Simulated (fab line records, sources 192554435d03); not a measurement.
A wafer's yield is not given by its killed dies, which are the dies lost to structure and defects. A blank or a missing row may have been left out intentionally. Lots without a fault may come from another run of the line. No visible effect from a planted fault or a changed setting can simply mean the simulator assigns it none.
Which tool did it? / flow n5_finfet / 72 wafers from 24 lots sampled at 4 of the route's 1938 steps

== WHAT EACH GAUGE READ, for each wafer ==
N5_BEOL_M2_CD_MEAS_28: target cd 26.2 nm, target cd y 24.1 nm. Usual: 26.20 nm for cd_nm, sd 0.28.
lot=L074; measured=day 6 17:44; on=cd_sem-03; cd_nm (nm)=26.85 26.70 26.54; flag=
lot=L075; measured=day 6 20:50; on=cd_sem-03; cd_nm (nm)=25.75 26.18 25.63; flag=
lot=L076; measured=day 6 23:06; on=cd_sem-01; cd_nm (nm)=26.32 26.54 26.01; flag=
lot=L077; measured=day 7 07:19; on=cd_sem-03; cd_nm (nm)=25.82 25.86 26.12; flag=
lot=L078; measured=day 7 13:15; on=cd_sem-03; cd_nm (nm)=25.96 26.05 26.42; flag=
lot=L079; measured=day 7 20:28; on=cd_sem-02; cd_nm (nm)=26.00 26.24 26.01; flag=
lot=L080; measured=day 8 02:25; on=cd_sem-03; cd_nm (nm)=25.94 26.04 25.55; flag=
lot=L081; measured=day 8 05:37; on=cd_sem-03; cd_nm (nm)=26.43 26.40 26.30; flag=
lot=L082; measured=day 8 16:20; on=cd_sem-03; cd_nm (nm)=26.55 26.04 26.55; flag=
lot=L083; measured=day 9 01:32; on=cd_sem-03; cd_nm (nm)=26.36 26.43 26.81; flag=
lot=L084; measured=day 9 01:47; on=cd_sem-01; cd_nm (nm)=25.70 25.94 25.65; flag=
lot=L085; measured=day 9 03:35; on=cd_sem-02; cd_nm (nm)=26.17 25.98 26.13; flag=
lot=L086; measured=day 9 17:19; on=cd_sem-01; cd_nm (nm)=26.41 25.98 26.18; flag=
lot=L087; measured=day 9 20:40; on=cd_sem-03; cd_nm (nm)=25.98 25.76 26.00; flag=
lot=L088; measured=day 10 01:23; on=cd_sem-03; cd_nm (nm)=26.10 26.57 26.43; flag=
lot=L089; measured=day 10 11:59; on=cd_sem-02; cd_nm (nm)=26.25 26.36 25.91; flag=
lot=L090; measured=day 10 14:44; on=cd_sem-01; cd_nm (nm)=25.70 26.03 26.40; flag=
lot=L091; measured=day 11 01:16; on=cd_sem-01; cd_nm (nm)=26.00 26.41 26.03; flag=
lot=L092; measured=day 11 03:29; on=cd_sem-01; cd_nm (nm)=26.17 26.25 26.53; flag=
lot=L093; measured=day 11 17:26; on=cd_sem-03; cd_nm (nm)=25.68 26.17 25.82; flag=
lot=L094; measured=day 11 17:44; on=cd_sem-03; cd_nm (nm)=26.49 26.21 26.43; flag=
lot=L095; measured=day 11 23:29; on=cd_sem-01; cd_nm (nm)=26.00 26.38 26.23; flag=
lot=L096; measured=day 12 03:01; on=cd_sem-03; cd_nm (nm)=26.34 26.49 26.32; flag=
lot=L097; measured=day 12 08:30; on=cd_sem-03; cd_nm (nm)=26.62 26.35 26.36; flag=

N5_BEOL_M2_OVL_MEAS_29. Usual: V1_OVL typically reads 0.4 nm, with standard deviation 0.78.
lot=L074; measured=day 6 17:46; on=overlay-02; V1_OVL (nm)=1.1 1.4 1.8; flag=
lot=L075; measured=day 6 20:52; on=overlay-02; V1_OVL (nm)=0.2 0.5 -0.5; flag=
lot=L076; measured=day 6 23:08; on=overlay-02; V1_OVL (nm)=0.4 1.1 1.1; flag=
lot=L077; measured=day 7 07:20; on=overlay-01; V1_OVL (nm)=1.3 2.6 0.8; flag=
lot=L078; measured=day 7 13:17; on=overlay-01; V1_OVL (nm)=0.9 -0.5 0.5; flag=
lot=L079; measured=day 7 20:30; on=overlay-02; V1_OVL (nm)=0.6 1.2 0.2; flag=
lot=L080; measured=day 8 02:26; on=overlay-02; V1_OVL (nm)=0.9 0.4 -0.5; flag=
lot=L081; measured=day 8 05:40; on=overlay-01; V1_OVL (nm)=0.7 0.3 1.2; flag=
lot=L082; measured=day 8 16:22; on=overlay-02; V1_OVL (nm)=-0.3 0.0 1.4; flag=
lot=L083; measured=day 9 01:34; on=overlay-01; V1_OVL (nm)=1.3 0.4 0.4; flag=
lot=L084; measured=day 9 01:50; on=overlay-01; V1_OVL (nm)=0.3 0.5 0.9; flag=
lot=L085; measured=day 9 03:37; on=overlay-01; V1_OVL (nm)=-1.5 -1.6 -0.7; flag=
lot=L086; measured=day 9 17:20; on=overlay-01; V1_OVL (nm)=0.3 0.6 0.0; flag=
lot=L087; measured=day 9 20:43; on=overlay-02; V1_OVL (nm)=1.4 -1.4 0.8; flag=
lot=L088; measured=day 10 01:25; on=overlay-02; V1_OVL (nm)=1.0 1.7 1.0; flag=
lot=L089; measured=day 10 12:01; on=overlay-01; V1_OVL (nm)=-0.8 0.0 -0.3; flag=
lot=L090; measured=day 10 14:46; on=overlay-01; V1_OVL (nm)=0.7 0.0 -0.3; flag=
lot=L091; measured=day 11 01:18; on=overlay-01; V1_OVL (nm)=2.1 2.3 0.9; flag=
lot=L092; measured=day 11 03:31; on=overlay-01; V1_OVL (nm)=0.8 0.2 -1.1; flag=
lot=L093; measured=day 11 17:28; on=overlay-02; V1_OVL (nm)=0.7 -0.1 0.6; flag=
lot=L094; measured=day 11 17:46; on=overlay-02; V1_OVL (nm)=1.6 0.4 0.4; flag=
lot=L095; measured=day 11 23:31; on=overlay-02; V1_OVL (nm)=0.1 0.8 0.5; flag=
lot=L096; measured=day 12 03:02; on=overlay-02; V1_OVL (nm)=0.8 1.5 0.3; flag=
lot=L097; measured=day 12 08:32; on=overlay-01; V1_OVL (nm)=0.1 0.7 0.7; flag=

== WHAT TOOL EACH LOT RAN ON (gives the tool, then ch and the chambers of the sampled wafers, and finally the start) ==
lot=L074; N5_BEOL_M2_ILD_DEP_00=pecvd-02 ch 0,1, day 6 16:06; N5_BEOL_M2_ETCH_64=rie_diel-01 ch 0,1,2, day 6 16:56
lot=L075; N5_BEOL_M2_ILD_DEP_00=pecvd-01 ch 0,1,2, day 6 17:38; N5_BEOL_M2_ETCH_64=rie_diel-03 ch 0,2,3, day 6 19:55
lot=L076; N5_BEOL_M2_ILD_DEP_00=pecvd-02 ch 0,1, day 6 19:19; N5_BEOL_M2_ETCH_64=rie_diel-03 ch 1,3, day 6 22:13
lot=L077; N5_BEOL_M2_ILD_DEP_00=pecvd-02 ch 0,1,2, day 7 05:45; N5_BEOL_M2_ETCH_64=rie_diel-01 ch 1,2,3, day 7 06:38
lot=L078; N5_BEOL_M2_ILD_DEP_00=pecvd-03 ch 0,1, day 7 09:09; N5_BEOL_M2_ETCH_64=rie_diel-03 ch 0,1,2, day 7 12:29
lot=L079; N5_BEOL_M2_ILD_DEP_00=pecvd-03 ch 0,2, day 7 17:38; N5_BEOL_M2_ETCH_64=rie_diel-03 ch 0,1, day 7 19:47
lot=L080; N5_BEOL_M2_ILD_DEP_00=pecvd-01 ch 0,1,2, day 8 00:40; N5_BEOL_M2_ETCH_64=rie_diel-02 ch 1,2,3, day 8 01:35
lot=L081; N5_BEOL_M2_ILD_DEP_00=pecvd-03 ch 0,1,2, day 8 03:49; N5_BEOL_M2_ETCH_64=rie_diel-02 ch 0,2,3, day 8 04:59
lot=L082; N5_BEOL_M2_ILD_DEP_00=pecvd-01 ch 1,2, day 8 12:28; N5_BEOL_M2_ETCH_64=rie_diel-03 ch 0,2, day 8 15:31
lot=L083; N5_BEOL_M2_ILD_DEP_00=pecvd-02 ch 0,1, day 8 20:19; N5_BEOL_M2_ETCH_64=rie_diel-02 ch 0,2, day 9 00:45
lot=L084; N5_BEOL_M2_ILD_DEP_00=pecvd-02 ch 0,1,2, day 8 20:32; N5_BEOL_M2_ETCH_64=rie_diel-01 ch 0,2,3, day 9 01:01
lot=L085; N5_BEOL_M2_ILD_DEP_00=pecvd-01 ch 0,2, day 9 01:10; N5_BEOL_M2_ETCH_64=rie_diel-03 ch 0,1,3, day 9 02:49
lot=L086; N5_BEOL_M2_ILD_DEP_00=pecvd-03 ch 0,1, day 9 15:14; N5_BEOL_M2_ETCH_64=rie_diel-03 ch 1,2, day 9 16:31
lot=L087; N5_BEOL_M2_ILD_DEP_00=pecvd-03 ch 0,2, day 9 19:03; N5_BEOL_M2_ETCH_64=rie_diel-01 ch 0,1,3, day 9 19:55
lot=L088; N5_BEOL_M2_ILD_DEP_00=pecvd-01 ch 0,1,2, day 9 19:56; N5_BEOL_M2_ETCH_64=rie_diel-01 ch 0,1,3, day 10 00:36
lot=L089; N5_BEOL_M2_ILD_DEP_00=pecvd-02 ch 0,1, day 10 10:25; N5_BEOL_M2_ETCH_64=rie_diel-03 ch 0,3, day 10 11:11
lot=L090; N5_BEOL_M2_ILD_DEP_00=pecvd-03 ch 0,1,2, day 10 13:08; N5_BEOL_M2_ETCH_64=rie_diel-02 ch 0,1,3, day 10 14:04
lot=L091; N5_BEOL_M2_ILD_DEP_00=pecvd-02 ch 0,1,2, day 10 19:39; N5_BEOL_M2_ETCH_64=rie_diel-02 ch 2,3, day 11 00:26
lot=L092; N5_BEOL_M2_ILD_DEP_00=pecvd-01 ch 0,1, day 11 00:22; N5_BEOL_M2_ETCH_64=rie_diel-01 ch 1,2,3, day 11 02:35
lot=L093; N5_BEOL_M2_ILD_DEP_00=pecvd-01 ch 1,2, day 11 12:41; N5_BEOL_M2_ETCH_64=rie_diel-03 ch 0,2, day 11 16:46
lot=L094; N5_BEOL_M2_ILD_DEP_00=pecvd-01 ch 0,1, day 11 12:55; N5_BEOL_M2_ETCH_64=rie_diel-01 ch 2,3, day 11 16:56
lot=L095; N5_BEOL_M2_ILD_DEP_00=pecvd-02 ch 0,1, day 11 21:10; N5_BEOL_M2_ETCH_64=rie_diel-02 ch 1,2,3, day 11 22:34
lot=L096; N5_BEOL_M2_ILD_DEP_00=pecvd-01 ch 0,2, day 11 22:57; N5_BEOL_M2_ETCH_64=rie_diel-01 ch 2,3, day 12 02:09
lot=L097; N5_BEOL_M2_ILD_DEP_00=pecvd-03 ch 0,1,2, day 12 06:36; N5_BEOL_M2_ETCH_64=rie_diel-02 ch 1,2,3, day 12 07:43
- N5_BEOL_M2_ILD_DEP_00: deposits SiOC from DEMS/O2, target thk 79 nm, time 15.3 s.
- N5_BEOL_M2_ETCH_64: etches SOC in N2/H2, target depth 75 nm, overetch 22.5 nm, time 121.9 s.

== WHAT THE TOOLS THEMSELVES READ (means of the sampled wafers that have a number; where no wafer has one, the mark that the record gives instead) ==
N5_BEOL_M2_ILD_DEP_00. Usual: heater_power_w 458 W, standard deviation 96; showerhead_plenum_p_Torr 5.692 Torr, standard deviation 0.016; throttle_valve_pct 12.1 %, standard deviation 0.63.
lot=L074; tool=pecvd-02; heater_power_w (W)=458; showerhead_plenum_p_Torr (Torr)=5.688; throttle_valve_pct (%)=12.4; flag=
lot=L075; tool=pecvd-01; heater_power_w (W)=503; showerhead_plenum_p_Torr (Torr)=5.691; throttle_valve_pct (%)=11.6; flag=
lot=L076; tool=pecvd-02; heater_power_w (W)=408; showerhead_plenum_p_Torr (Torr)=5.698; throttle_valve_pct (%)=12.1; flag=
lot=L077; tool=pecvd-02; heater_power_w (W)=411; showerhead_plenum_p_Torr (Torr)=5.707; throttle_valve_pct (%)=12.5; flag=
lot=L078; tool=pecvd-03; heater_power_w (W)=410; showerhead_plenum_p_Torr (Torr)=5.689; throttle_valve_pct (%)=12.9; flag=
lot=L079; tool=pecvd-03; heater_power_w (W)=544; showerhead_plenum_p_Torr (Torr)=5.684; throttle_valve_pct (%)=11.9; flag=
lot=L080; tool=pecvd-01; heater_power_w (W)=489; showerhead_plenum_p_Torr (Torr)=5.698; throttle_valve_pct (%)=11.9; flag=
lot=L081; tool=pecvd-03; heater_power_w (W)=468; showerhead_plenum_p_Torr (Torr)=5.683; throttle_valve_pct (%)=12.4; flag=
lot=L082; tool=pecvd-01; heater_power_w (W)=495; showerhead_plenum_p_Torr (Torr)=5.712; throttle_valve_pct (%)=11.9; flag=
lot=L083; tool=pecvd-02; heater_power_w (W)=403; showerhead_plenum_p_Torr (Torr)=5.687; throttle_valve_pct (%)=12.1; flag=
lot=L084; tool=pecvd-02; heater_power_w (W)=391; showerhead_plenum_p_Torr (Torr)=5.707; throttle_valve_pct (%)=12.4; flag=
lot=L085; tool=pecvd-01; heater_power_w (W)=543; showerhead_plenum_p_Torr (Torr)=5.689; throttle_valve_pct (%)=11.9; flag=
lot=L086; tool=pecvd-03; heater_power_w (W)=437; showerhead_plenum_p_Torr (Torr)=5.683; throttle_valve_pct (%)=13.0; flag=
lot=L087; tool=pecvd-03; heater_power_w (W)=478; showerhead_plenum_p_Torr (Torr)=5.681; throttle_valve_pct (%)=11.8; flag=
lot=L088; tool=pecvd-01; heater_power_w (W)=509; showerhead_plenum_p_Torr (Torr)=5.698; throttle_valve_pct (%)=11.8; flag=
lot=L089; tool=pecvd-02; heater_power_w (W)=427; showerhead_plenum_p_Torr (Torr)=5.692; throttle_valve_pct (%)=12.5; flag=
lot=L090; tool=pecvd-03; heater_power_w (W)=431; showerhead_plenum_p_Torr (Torr)=5.679; throttle_valve_pct (%)=12.4; flag=
lot=L091; tool=pecvd-02; heater_power_w (W)=412; showerhead_plenum_p_Torr (Torr)=5.698; throttle_valve_pct (%)=12.1; flag=
lot=L092; tool=pecvd-01; heater_power_w (W)=434; showerhead_plenum_p_Torr (Torr)=5.692; throttle_valve_pct (%)=12.0; flag=
lot=L093; tool=pecvd-01; heater_power_w (W)=556; showerhead_plenum_p_Torr (Torr)=5.711; throttle_valve_pct (%)=11.5; flag=
lot=L094; tool=pecvd-01; heater_power_w (W)=426; showerhead_plenum_p_Torr (Torr)=5.694; throttle_valve_pct (%)=12.1; flag=
lot=L095; tool=pecvd-02; heater_power_w (W)=441; showerhead_plenum_p_Torr (Torr)=5.689; throttle_valve_pct (%)=12.5; flag=
lot=L096; tool=pecvd-01; heater_power_w (W)=534; showerhead_plenum_p_Torr (Torr)=5.685; throttle_valve_pct (%)=12.1; flag=
lot=L097; tool=pecvd-03; heater_power_w (W)=456; showerhead_plenum_p_Torr (Torr)=5.673; throttle_valve_pct (%)=12.4; flag=

N5_BEOL_M2_ETCH_64. Usual: drypump_motor_current_A 5.7 A, standard deviation 0.4; oes_product_au 0.60 a.u., standard deviation 0.061; rf_vpp_V 524.3 V, standard deviation 2.6; showerhead_plenum_p_Torr 2.56 Torr, standard deviation 0.094; throttle_valve_pct 17.81 %, standard deviation 0.28.
lot=L074; tool=rie_diel-01; drypump_motor_current_A (A)=5.7; oes_product_au (a.u.)=0.60; rf_vpp_V (V)=524.1; showerhead_plenum_p_Torr (Torr)=2.55; throttle_valve_pct (%)=17.67; flag=
lot=L075; tool=rie_diel-03; drypump_motor_current_A (A)=5.7; oes_product_au (a.u.)=0.59; rf_vpp_V (V)=523.3; showerhead_plenum_p_Torr (Torr)=2.51; throttle_valve_pct (%)=17.74; flag=
lot=L076; tool=rie_diel-03; drypump_motor_current_A (A)=6.1; oes_product_au (a.u.)=0.58; rf_vpp_V (V)=523.0; showerhead_plenum_p_Torr (Torr)=2.52; throttle_valve_pct (%)=17.65; flag=
lot=L077; tool=rie_diel-01; drypump_motor_current_A (A)=5.7; oes_product_au (a.u.)=0.60; rf_vpp_V (V)=523.6; showerhead_plenum_p_Torr (Torr)=2.55; throttle_valve_pct (%)=17.85; flag=
lot=L078; tool=rie_diel-03; drypump_motor_current_A (A)=5.7; oes_product_au (a.u.)=0.55; rf_vpp_V (V)=522.7; showerhead_plenum_p_Torr (Torr)=2.48; throttle_valve_pct (%)=17.80; flag=
lot=L079; tool=rie_diel-03; drypump_motor_current_A (A)=5.9; oes_product_au (a.u.)=0.53; rf_vpp_V (V)=521.9; showerhead_plenum_p_Torr (Torr)=2.47; throttle_valve_pct (%)=17.84; flag=
lot=L080; tool=rie_diel-02; drypump_motor_current_A (A)=5.9; oes_product_au (a.u.)=0.61; rf_vpp_V (V)=523.4; showerhead_plenum_p_Torr (Torr)=2.57; throttle_valve_pct (%)=17.91; flag=
lot=L081; tool=rie_diel-02; drypump_motor_current_A (A)=5.6; oes_product_au (a.u.)=0.62; rf_vpp_V (V)=524.8; showerhead_plenum_p_Torr (Torr)=2.58; throttle_valve_pct (%)=17.94; flag=
lot=L082; tool=rie_diel-03; drypump_motor_current_A (A)=5.5; oes_product_au (a.u.)=0.54; rf_vpp_V (V)=520.8; showerhead_plenum_p_Torr (Torr)=2.45; throttle_valve_pct (%)=17.94; flag=
lot=L083; tool=rie_diel-02; drypump_motor_current_A (A)=5.2; oes_product_au (a.u.)=0.57; rf_vpp_V (V)=522.6; showerhead_plenum_p_Torr (Torr)=2.51; throttle_valve_pct (%)=18.10; flag=
lot=L084; tool=rie_diel-01; drypump_motor_current_A (A)=5.6; oes_product_au (a.u.)=0.58; rf_vpp_V (V)=525.6; showerhead_plenum_p_Torr (Torr)=2.57; throttle_valve_pct (%)=17.87; flag=
lot=L085; tool=rie_diel-03; drypump_motor_current_A (A)=5.9; oes_product_au (a.u.)=0.63; rf_vpp_V (V)=522.6; showerhead_plenum_p_Torr (Torr)=2.49; throttle_valve_pct (%)=17.66; flag=
lot=L086; tool=rie_diel-03; drypump_motor_current_A (A)=6.0; oes_product_au (a.u.)=0.66; rf_vpp_V (V)=522.6; showerhead_plenum_p_Torr (Torr)=2.49; throttle_valve_pct (%)=17.38; flag=
lot=L087; tool=rie_diel-01; drypump_motor_current_A (A)=5.8; oes_product_au (a.u.)=0.54; rf_vpp_V (V)=524.9; showerhead_plenum_p_Torr (Torr)=2.60; throttle_valve_pct (%)=18.03; flag=
lot=L088; tool=rie_diel-01; drypump_motor_current_A (A)=5.9; oes_product_au (a.u.)=0.54; rf_vpp_V (V)=525.5; showerhead_plenum_p_Torr (Torr)=2.60; throttle_valve_pct (%)=18.04; flag=
lot=L089; tool=rie_diel-03; drypump_motor_current_A (A)=5.8; oes_product_au (a.u.)=0.67; rf_vpp_V (V)=525.4; showerhead_plenum_p_Torr (Torr)=2.62; throttle_valve_pct (%)=17.62; flag=
lot=L090; tool=rie_diel-02; drypump_motor_current_A (A)=5.8; oes_product_au (a.u.)=0.62; rf_vpp_V (V)=523.9; showerhead_plenum_p_Torr (Torr)=2.57; throttle_valve_pct (%)=17.85; flag=
lot=L091; tool=rie_diel-02; drypump_motor_current_A (A)=6.0; oes_product_au (a.u.)=0.62; rf_vpp_V (V)=526.4; showerhead_plenum_p_Torr (Torr)=2.62; throttle_valve_pct (%)=17.85; flag=
lot=L092; tool=rie_diel-01; drypump_motor_current_A (A)=5.7; oes_product_au (a.u.)=0.57; rf_vpp_V (V)=523.6; showerhead_plenum_p_Torr (Torr)=2.53; throttle_valve_pct (%)=17.89; flag=
lot=L093; tool=rie_diel-03; drypump_motor_current_A (A)=5.5; oes_product_au (a.u.)=0.66; rf_vpp_V (V)=527.1; showerhead_plenum_p_Torr (Torr)=2.65; throttle_valve_pct (%)=17.67; flag=
lot=L094; tool=rie_diel-01; drypump_motor_current_A (A)=5.3; oes_product_au (a.u.)=0.60; rf_vpp_V (V)=522.6; showerhead_plenum_p_Torr (Torr)=2.50; throttle_valve_pct (%)=17.76; flag=
lot=L095; tool=rie_diel-02; drypump_motor_current_A (A)=5.9; oes_product_au (a.u.)=0.64; rf_vpp_V (V)=526.9; showerhead_plenum_p_Torr (Torr)=2.67; throttle_valve_pct (%)=17.80; flag=
lot=L096; tool=rie_diel-01; drypump_motor_current_A (A)=5.6; oes_product_au (a.u.)=0.55; rf_vpp_V (V)=524.4; showerhead_plenum_p_Torr (Torr)=2.56; throttle_valve_pct (%)=18.09; flag=
lot=L097; tool=rie_diel-02; drypump_motor_current_A (A)=5.9; oes_product_au (a.u.)=0.64; rf_vpp_V (V)=526.3; showerhead_plenum_p_Torr (Torr)=2.66; throttle_valve_pct (%)=17.81; flag=

== THE ANSWER, worked out from the rows above alone ==
Rule: take the mean of a lot's wafers that have a number; if it is more than 3 standard deviations from the usual mean, the lot is off. A lot without any number at a reading at which 4 lots or more have one is off too. The other lots that the step has rows for count as sound. Order of review: gauges by route order, followed by the tools' own readings, for which a lot's mean as printed above is used. The first step at which some lot is off is used, and at that step the reading that is off furthest; a lot without a number counts as furthest.
Nothing can be told from this: no lot is off at any reading shown.

== WHAT THE SIMULATOR HAD INSERTED ==
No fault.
